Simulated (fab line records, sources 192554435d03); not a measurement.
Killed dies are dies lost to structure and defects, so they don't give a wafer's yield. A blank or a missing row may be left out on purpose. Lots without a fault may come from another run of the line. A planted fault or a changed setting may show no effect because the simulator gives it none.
Chamber matching | flow n5_finfet | N5_BEOL_M3_DESCUM_16 on rie_diel-03: 4 sister chambers
The step chemistry O2, time 7 s. 14 wafers are shown with their chamber, then 7 later ones without.

WAFERS WITH THEIR CHAMBER
wafer  | chamber | drypump_motor_current_A (A) | showerhead_plenum_p_Torr (Torr) | oes_product_au (a.u.)
L080.1 | 2       | 5.3                         | 2.01                            | 0.75
L080.2 | 1       | 5.9                         | 2.18                            | 0.73
L080.3 | 0       | 6.7                         | 2.05                            | 0.88
L080.4 | 0       | 6.7                         | 2.05                            | 0.89
L080.5 | 1       | 5.9                         | 2.18                            | 0.73
L080.6 | 2       | 5.3                         | 2.01                            | 0.75
L091.1 | 1       | 5.9                         | 2.17                            | 0.72
L091.2 | 0       | 6.6                         | 2.04                            | 0.87
L091.3 | 2       | 5.3                         | 2.01                            | 0.74
L091.4 | 3       | 5.3                         | 2.05                            | 0.93
L091.5 | 0       | 6.7                         | 2.04                            | 0.86
L091.6 | 1       | 5.9                         | 2.17                            | 0.72
L092.3 | 3       | 5.4                         | 2.05                            | 0.91
L092.5 | 2       | 5.3                         | 2.00                            | 0.74

SIGNATURES (means of the wafers above)
reading                  | chamber 0 | chamber 1 | chamber 2 | chamber 3 | scatter within a chamber
drypump_motor_current_A  | 6.675     | 5.900     | 5.300     | 5.350     | 0.0354
showerhead_plenum_p_Torr | 2.0450    | 2.1750    | 2.0075    | 2.0500    | 0.00524
oes_product_au           | 0.8750    | 0.7250    | 0.7450    | 0.9200    | 0.00949
Rule: a wafer's distance from a chamber is the root of the sum, over the readings, of the square of ((its reading less the chamber's mean) divided by the reading's scatter). The wafer belongs to the nearest chamber; if the next one is less than 2 further off, it can't be placed. The scatter: the root of (the sum of the squares of (reading less its chamber's mean) over the shown wafers, divided by (wafers less chambers)).

WAFERS WITHOUT THEIR CHAMBER
wafer  | drypump_motor_current_A (A) | showerhead_plenum_p_Torr (Torr) | oes_product_au (a.u.)
L092.6 | 5.4                         | 2.05                            | 0.92
L093.2 | 5.9                         | 2.17                            | 0.72
L093.4 | 5.3                         | 2.00                            | 0.73
L093.6 | 5.3                         | 2.00                            | 0.74
L096.1 | 6.6                         | 2.04                            | 0.85
L096.2 | 5.4                         | 2.05                            | 0.90
L096.6 | 5.3                         | 2.00                            | 0.74

WHICH CHAMBER EACH WENT THROUGH
wafer  | from the rows above | in truth
L092.6 | 3                   | 3
L093.2 | 1                   | 1
L093.4 | 2                   | 2
L093.6 | 2                   | 2
L096.1 | 0                   | 0
L096.2 | 3                   | 3
L096.6 | 2                   | 2
Placed correctly: 7 of 7. Can't be placed from these rows: 0. Placed wrongly: 0.
